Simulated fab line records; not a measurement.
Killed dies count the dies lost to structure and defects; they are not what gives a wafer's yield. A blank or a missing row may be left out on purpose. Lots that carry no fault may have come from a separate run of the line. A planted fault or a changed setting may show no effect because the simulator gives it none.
Which tool is to blame? ; flow n5-finfet ; 33 wafers from 11 lots sampled at 4 of the route's 1938 steps

WHAT THE GAUGES SHOWED, per wafer
N5_BEOL_M6_THK_MEAS_01.
lot;measured;on;M6_ILD_THK (nm)
L833;day 9 05:40;film-metro-02;159.9 156.9 157.7
L835;day 10 03:58;film-metro-01;154.0 156.6 155.4
L836;day 10 06:47;film-metro-01;154.2 154.6 151.5
L837;day 10 10:33;film-metro-02;155.2 157.9 157.0
L842;day 11 22:02;film-metro-02;144.0 146.4 146.6
L844;day 12 23:23;film-metro-01;145.0 146.8 148.1
L845;day 13 05:56;film-metro-02;154.8 157.6 155.5
L849;day 14 04:17;film-metro-01;152.6 153.7 155.1
L853;day 15 07:45;film-metro-01;152.9 154.7 156.9
L855;day 15 16:22;film-metro-02;155.8 156.4 154.9
L856;day 15 17:35;film-metro-02;156.0 157.3 154.5

TOOL THAT RAN EACH LOT (tool first, then ch and the chambers of the sampled wafers, then the start)
lot;N5_BEOL_M5_SPUTTER_88;N5_BEOL_M5_ANNEAL_51;N5_BEOL_M6_ILD_DEP_00
L833;pvd-sputter-02, day 9 02:52;rtp-anneal-02 ch 0, day 9 04:18;pecvd-04 ch 0,1,2, day 9 05:06
L835;pvd-sputter-02, day 9 23:08;rtp-anneal-01 ch 0, day 10 00:29;pecvd-03 ch 0,1, day 10 03:14
L836;pvd-sputter-01, day 10 03:46;rtp-anneal-01 ch 0, day 10 05:17;pecvd-01 ch 0,1,2, day 10 06:11
L837;pvd-sputter-03, day 10 07:23;rtp-anneal-01 ch 0, day 10 09:04;pecvd-01 ch 1,2, day 10 09:58
L842;pvd-sputter-02, day 11 19:04;rtp-anneal-02 ch 0, day 11 20:31;pecvd-01 ch 0, day 11 21:26
L844;pvd-sputter-03, day 12 20:36;rtp-anneal-01 ch 0, day 12 22:02;pecvd-01 ch 0,1,2, day 12 22:50
L845;pvd-sputter-01, day 13 03:05;rtp-anneal-02 ch 0, day 13 04:26;pecvd-04 ch 0,2, day 13 05:22
L849;pvd-sputter-01, day 14 01:25;rtp-anneal-02 ch 0, day 14 02:50;pecvd-04 ch 0,1, day 14 03:42
L853;pvd-sputter-03, day 15 04:13;rtp-anneal-01 ch 0, day 15 05:44;pecvd-04 ch 1,2, day 15 07:09
L855;pvd-sputter-03, day 15 13:34;rtp-anneal-01 ch 0, day 15 14:56;pecvd-03 ch 1,2, day 15 15:47
L856;pvd-sputter-01, day 15 14:41;rtp-anneal-01 ch 0, day 15 16:10;pecvd-03 ch 1,2, day 15 17:01
- N5_BEOL_M5_SPUTTER_88: material Cu, target thk 15 nm, time 27.62 s.
- N5_BEOL_M5_ANNEAL_51: time 90 s.
- N5_BEOL_M6_ILD_DEP_00: deposits SiCOH lowk from DEMS/porogen, target thk 179.75 nm, time 33.4 s.

THE ANSWER, worked out from the rows above alone
Rule: the usual values come from the lots themselves. Put in order of their means at a reading, lots are off if they are a third of the lots or fewer, leave a main group of 4 or more, and stand apart from it by a gap of 3 or more times the standard deviation of the main group's means; of several such gaps the widest counts. Not used: any main group whose means are identical at the precision the tables above print for the reading. Also off: a lot with no number at a reading for which 4 or more lots have one. All remaining lots with rows at the step are treated as sound.
Off: at N5_BEOL_M6_THK_MEAS_01 (M6_ILD_THK), L842, L844. For the main group the mean is 155.5 nm and the standard deviation 1.4.
A tool fits if, at a process step before that reading, it ran every lot that is off, and no sound lot after the first of them. Those tools and the gauges at N5_BEOL_M6_THK_MEAS_01 are tried in the same way. One fits: N5_BEOL_M6_ILD_DEP_00 on pecvd-01. Its last sound lot is L837 (day 10 09:58), its first lot that is off L842 (day 11 21:26): a fault that began between those two fits.

WHAT THE SIMULATOR PUT IN
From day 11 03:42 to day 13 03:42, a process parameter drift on pecvd-01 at N5_BEOL_M6_ILD_DEP_00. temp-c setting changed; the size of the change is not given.
Struck lots among those shown: L842, L844. The rule given above showed the same thing.
